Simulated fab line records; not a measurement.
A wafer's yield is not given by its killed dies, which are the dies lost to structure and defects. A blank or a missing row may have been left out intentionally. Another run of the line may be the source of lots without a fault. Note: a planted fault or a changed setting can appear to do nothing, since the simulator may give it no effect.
Which tool did it?    flow nand_harc    Sampling: 24 lots, 72 wafers, 5 of 1159 route steps

WHAT THE GAUGES READ, wafer by wafer
NHARC_A_SGD_CUT_CD_MEAS_09: the cd target is 100 nm.
lot   measured      on         cd_nm (nm)
L075  day 14 02:49  cd_sem-01  99.7 100.1 100.6
L074  day 14 02:28  cd_sem-01  99.8 101.4 100.4
L076  day 14 11:52  cd_sem-01  99.7 100.8 99.5
L077  day 14 13:16  cd_sem-02  100.2 99.8 100.8
L079  day 14 18:00  cd_sem-01  99.8 100.1 99.5
L078  day 14 18:11  cd_sem-02  99.5 98.6 99.5
L080  day 15 09:22  cd_sem-01  100.5 100.5 100.4
L081  day 15 09:12  cd_sem-01  101.9 101.9 100.6
L082  day 16 02:53  cd_sem-01  100.5 100.8 99.3
L083  day 16 03:11  cd_sem-03  101.1 100.7 100.6
L085  day 16 05:31  cd_sem-01  101.6 101.0 101.3
L084  day 16 05:09  cd_sem-02  99.7 100.6 99.5
L086  day 16 14:56  cd_sem-01  100.5 101.3 102.2
L088  day 17 02:40  cd_sem-01  100.9 100.6 101.1
L087  day 17 02:29  cd_sem-02  101.1 100.6 101.0
L090  day 18 08:05  cd_sem-01  99.7 100.8 100.3
L091  day 18 09:02  cd_sem-03  101.3 101.4 101.1
L089  day 18 07:46  cd_sem-03  100.5 100.2 99.5
L092  day 18 10:50  cd_sem-03  100.6 100.9 101.2
L093  day 18 13:05  cd_sem-01  100.1 100.4 101.0
L094  day 18 19:33  cd_sem-03  99.1 99.9 99.3
L097  day 19 00:58  cd_sem-02  99.5 98.7 98.6
L095  day 19 01:07  cd_sem-02  101.6 101.9 100.9
L096  day 19 01:26  cd_sem-01  99.3 99.3 99.7

NHARC_A_SGD_CUT_INSPECT_25.
lot   measured      on                 raw_defect_count
L075  day 14 09:31  defect_inspect-01  368 233 223
L074  day 14 09:29  defect_inspect-01  319 432 216
L076  day 14 18:38  defect_inspect-02  320 234 250
L077  day 14 18:36  defect_inspect-02  333 331 262
L079  day 15 02:10  defect_inspect-02  301 653 398
L078  day 15 02:13  defect_inspect-01  206 240 211
L080  day 15 18:58  defect_inspect-01  337 327 362
L081  day 15 18:54  defect_inspect-01  282 334 373
L082  day 16 09:29  defect_inspect-01  333 289 393
L083  day 16 09:29  defect_inspect-02  301 374 343
L085  day 16 09:39  defect_inspect-02  353 331 452
L084  day 16 09:36  defect_inspect-01  315 215 463
L086  day 16 21:32  defect_inspect-02  441 357 462
L088  day 17 08:52  defect_inspect-01  408 345 444
L087  day 17 08:53  defect_inspect-02  265 251 208
L090  day 18 15:10  defect_inspect-02  263 273 154
L091  day 18 15:05  defect_inspect-01  353 239 360
L089  day 18 15:08  defect_inspect-02  385 450 460
L092  day 18 15:14  defect_inspect-01  291 357 276
L093  day 18 19:46  defect_inspect-02  299 256 279
L094  day 19 02:11  defect_inspect-01  394 384 255
L097  day 19 07:36  defect_inspect-02  353 253 280
L095  day 19 07:33  defect_inspect-02  354 368 347
L096  day 19 07:37  defect_inspect-02  446 339 299

WHICH TOOL RAN EACH LOT (tool, then ch and the chambers of the sampled wafers, then the start)
lot   NHARC_A_STAIRCASE_DEP_301        NHARC_A_SGD_CUT_ETCH_15                        NHARC_A_SGD_CUT_STRIP_17
L075  pecvd-04 ch 0,1, day 12 02:29    rie_diel-13 ch 0,3, day 14 09:31 or earlier    rie_diel-13 ch 0,2,3, day 14 09:31 or earlier
L074  pecvd-04 ch 0,1, day 12 03:44    rie_diel-10 ch 1,3, day 14 09:29 or earlier    rie_diel-10 ch 0,1,3, day 14 09:29 or earlier
L076  pecvd-04 ch 0,1,2, day 12 05:38  rie_diel-13 ch 2,3, day 14 18:38 or earlier    rie_diel-13 ch 0,1, day 14 18:38 or earlier
L077  pecvd-01 ch 0,1,2, day 12 11:23  rie_diel-10 ch 0,1,3, day 14 18:36 or earlier  rie_diel-10 ch 0,1,3, day 14 18:36 or earlier
L079  pecvd-04 ch 1,2, day 12 17:40    rie_diel-13 ch 0,3, day 15 02:10 or earlier    rie_diel-13 ch 0,3, day 15 02:10 or earlier
L078  pecvd-04 ch 1,2, day 12 19:31    rie_diel-09 ch 0,1,2, day 15 02:13 or earlier  rie_diel-09 ch 0,2,3, day 15 02:13 or earlier
L080  pecvd-04 ch 0,1, day 13 07:08    rie_diel-09 ch 0,1,3, day 15 18:58 or earlier  rie_diel-09 ch 0,1,2, day 15 18:58 or earlier
L081  pecvd-04 ch 0,1,2, day 13 09:01  rie_diel-10 ch 0,3, day 15 18:54 or earlier    rie_diel-10 ch 0,1, day 15 18:54 or earlier
L082  pecvd-01 ch 0,2, day 14 01:52    rie_diel-10 ch 0,2,3, day 16 09:29 or earlier  rie_diel-10 ch 0,2,3, day 16 09:29 or earlier
L083  pecvd-04 ch 0,2, day 14 02:05    rie_diel-09 ch 0,1,2, day 16 09:29 or earlier  rie_diel-09 ch 0,1,2, day 16 09:29 or earlier
L085  pecvd-03 ch 1,2, day 14 02:09    rie_diel-10 ch 0,1,3, day 16 09:39 or earlier  rie_diel-10 ch 1,2,3, day 16 09:39 or earlier
L084  pecvd-03 ch 0,1,2, day 14 04:01  rie_diel-09 ch 0,1,3, day 16 09:36 or earlier  rie_diel-09 ch 0,2,3, day 16 09:36 or earlier
L086  pecvd-01 ch 0,1, day 14 17:04    rie_diel-09 ch 1,3, day 16 21:32 or earlier    rie_diel-09 ch 0,2,3, day 16 21:32 or earlier
L088  pecvd-03 ch 0,2, day 14 21:25    rie_diel-13 ch 0,2,3, day 17 08:52 or earlier  rie_diel-13 ch 1,2,3, day 17 08:52 or earlier
L087  pecvd-01 ch 0,2, day 15 00:04    rie_diel-09 ch 0,2,3, day 17 08:53 or earlier  rie_diel-09 ch 0,1,3, day 17 08:53 or earlier
L090  pecvd-03 ch 1,2, day 16 03:02    rie_diel-09 ch 0,1, day 18 15:10 or earlier    rie_diel-09 ch 1,2, day 18 15:10 or earlier
L091  pecvd-01 ch 0,1,2, day 16 04:26  rie_diel-10 ch 1,2,3, day 18 15:05 or earlier  rie_diel-10 ch 0,1,3, day 18 15:05 or earlier
L089  pecvd-01 ch 1,2, day 16 04:50    rie_diel-10 ch 0,2, day 18 15:08 or earlier    rie_diel-10 ch 0,1, day 18 15:08 or earlier
L092  pecvd-04 ch 0,1,2, day 16 06:17  rie_diel-09 ch 0,1,2, day 18 15:14 or earlier  rie_diel-09 ch 0,2,3, day 18 15:14 or earlier
L093  pecvd-03 ch 1,2, day 16 10:04    rie_diel-10 ch 0,1, day 18 19:46 or earlier    rie_diel-10 ch 0,1,2, day 18 19:46 or earlier
L094  pecvd-03 ch 0,1,2, day 16 18:14  rie_diel-10 ch 1,2, day 19 02:11 or earlier    rie_diel-10 ch 0,1,3, day 19 02:11 or earlier
L097  pecvd-03 ch 0,2, day 17 01:34    rie_diel-13 ch 0,2,3, day 19 07:36 or earlier  rie_diel-13 ch 0,3, day 19 07:36 or earlier
L095  pecvd-01 ch 0,1,2, day 17 01:37  rie_diel-10 ch 0,3, day 19 07:33 or earlier    rie_diel-10 ch 1,2,3, day 19 07:33 or earlier
L096  pecvd-01 ch 0,1,2, day 17 04:49  rie_diel-13 ch 0,2,3, day 19 07:37 or earlier  rie_diel-13 ch 0,2,3, day 19 07:37 or earlier
- NHARC_A_STAIRCASE_DEP_301: deposits SiON, target thk 30 nm.
- NHARC_A_SGD_CUT_ETCH_15: etches the open film in CH3F/O2, target depth 75 nm, time 64.3 s.
- NHARC_A_SGD_CUT_STRIP_17: strips in O2.

AS READ BY THE TOOLS THEMSELVES (means over the sampled wafers that have a number; for cases with no such wafer, the mark the record gives instead)
NHARC_A_STAIRCASE_DEP_301.
lot   tool      heater_power_w (W)
L075  pecvd-04  726
L074  pecvd-04  765
L076  pecvd-04  764
L077  pecvd-01  749
L079  pecvd-04  768
L078  pecvd-04  682
L080  pecvd-04  731
L081  pecvd-04  741
L082  pecvd-01  720
L083  pecvd-04  772
L085  pecvd-03  754
L084  pecvd-03  686
L086  pecvd-01  696
L088  pecvd-03  705
L087  pecvd-01  697
L090  pecvd-03  750
L091  pecvd-01  777
L089  pecvd-01  807
L092  pecvd-04  745
L093  pecvd-03  755
L094  pecvd-03  724
L097  pecvd-03  710
L095  pecvd-01  769
L096  pecvd-01  780

NHARC_A_SGD_CUT_ETCH_15.
lot   tool         drypump_motor_current_A (A)  oes_product_au (a.u.)  rf_vpp_V (V)  showerhead_plenum_p_Torr (Torr)  throttle_valve_pct (%)
L075  rie_diel-13  5.5                          0.939                  264.7         2.51                             20.658
L074  rie_diel-10  5.1                          0.951                  264.6         2.53                             20.660
L076  rie_diel-13  5.6                          0.957                  262.4         2.36                             20.662
L077  rie_diel-10  5.5                          0.966                  264.7         2.49                             20.664
L079  rie_diel-13  5.4                          0.948                  264.4         2.49                             20.658
L078  rie_diel-09  5.8                          0.972                  264.0         2.45                             20.667
L080  rie_diel-09  5.4                          0.985                  264.8         2.50                             20.664
L081  rie_diel-10  5.9                          0.977                  263.9         2.45                             20.661
L082  rie_diel-10  6.2                          0.960                  263.5         2.48                             20.657
L083  rie_diel-09  5.7                          0.970                  264.1         2.45                             20.663
L085  rie_diel-10  5.5                          0.965                  264.5         2.49                             20.662
L084  rie_diel-09  5.4                          0.988                  264.7         2.50                             20.670
L086  rie_diel-09  5.2                          0.974                  263.9         2.47                             20.671
L088  rie_diel-13  5.6                          0.947                  263.6         2.43                             20.664
L087  rie_diel-09  5.4                          0.931                  264.4         2.44                             20.662
L090  rie_diel-09  5.8                          0.961                  265.5         2.51                             20.653
L091  rie_diel-10  5.8                          0.944                  264.4         2.52                             20.667
L089  rie_diel-10  6.2                          0.942                  263.4         2.44                             20.661
L092  rie_diel-09  5.7                          0.974                  264.0         2.45                             20.656
L093  rie_diel-10  5.1                          0.959                  265.2         2.50                             20.658
L094  rie_diel-10  6.0                          0.956                  264.6         2.52                             20.671
L097  rie_diel-13  5.5                          0.917                  263.3         2.43                             20.661
L095  rie_diel-10  5.9                          0.982                  264.0         2.48                             20.662
L096  rie_diel-13  5.5                          0.926                  263.6         2.43                             20.668

NHARC_A_SGD_CUT_STRIP_17.
lot   tool         drypump_motor_current_A (A)  oes_product_au (a.u.)  rf_vpp_V (V)  showerhead_plenum_p_Torr (Torr)  throttle_valve_pct (%)
L075  rie_diel-13  5.5                          0.983                  58.5          3.49                             17.040
L074  rie_diel-10  5.5                          0.995                  58.8          3.58                             17.029
L076  rie_diel-13  5.6                          0.992                  57.7          3.58                             17.038
L077  rie_diel-10  5.5                          1.005                  57.7          3.57                             17.035
L079  rie_diel-13  5.5                          0.981                  57.0          3.60                             17.044
L078  rie_diel-09  5.5                          1.013                  57.9          3.51                             17.041
L080  rie_diel-09  5.7                          1.012                  58.0          3.51                             17.037
L081  rie_diel-10  5.1                          1.004                  57.6          3.58                             17.031
L082  rie_diel-10  6.2                          0.994                  57.5          3.56                             17.038
L083  rie_diel-09  5.8                          1.015                  57.9          3.51                             17.041
L085  rie_diel-10  5.8                          0.990                  57.8          3.62                             17.029
L084  rie_diel-09  5.4                          1.011                  58.0          3.51                             17.037
L086  rie_diel-09  5.4                          1.008                  58.9          3.51                             17.026
L088  rie_diel-13  5.6                          0.998                  57.5          3.45                             17.032
L087  rie_diel-09  5.4                          1.002                  57.9          3.59                             17.039
L090  rie_diel-09  5.9                          1.006                  57.3          3.48                             17.032
L091  rie_diel-10  5.5                          0.987                  58.2          3.57                             17.037
L089  rie_diel-10  5.5                          1.001                  57.9          3.52                             17.038
L092  rie_diel-09  5.4                          1.005                  57.4          3.50                             17.038
L093  rie_diel-10  5.8                          0.989                  58.3          3.57                             17.035
L094  rie_diel-10  5.5                          1.000                  56.6          3.57                             17.040
L097  rie_diel-13  5.4                          0.988                  57.8          3.56                             17.030
L095  rie_diel-10  5.8                          0.985                  57.6          3.62                             17.039
L096  rie_diel-13  5.6                          0.991                  57.3          3.49                             17.029

THE ANSWER, worked out from the rows above alone
Rule: what is usual is taken from the lots themselves. The widest of any qualifying gaps counts: lots, ordered by their means at a reading, are off when they make up no more than a third of the lots, leave a main group of 4 or more, and stand apart from it by 3 or more times the standard deviation of that group's means. The tables above print the reading to a certain number of digits; a main group whose means all agree to those digits is not used. Also off: a lot with no number at a reading for which 4 or more lots have one. Any other lot the step has rows for is counted as sound. The gauges are gone through in route order, then the tools' own readings, and for those a lot's mean is taken as printed above. At the first step where some lot is off, the reading lying furthest off is the one used; lots without a number count as furthest.
No lot is off at any reading shown: from this, nothing can be told.

WHAT HAD BEEN PUT IN BY THE SIMULATOR
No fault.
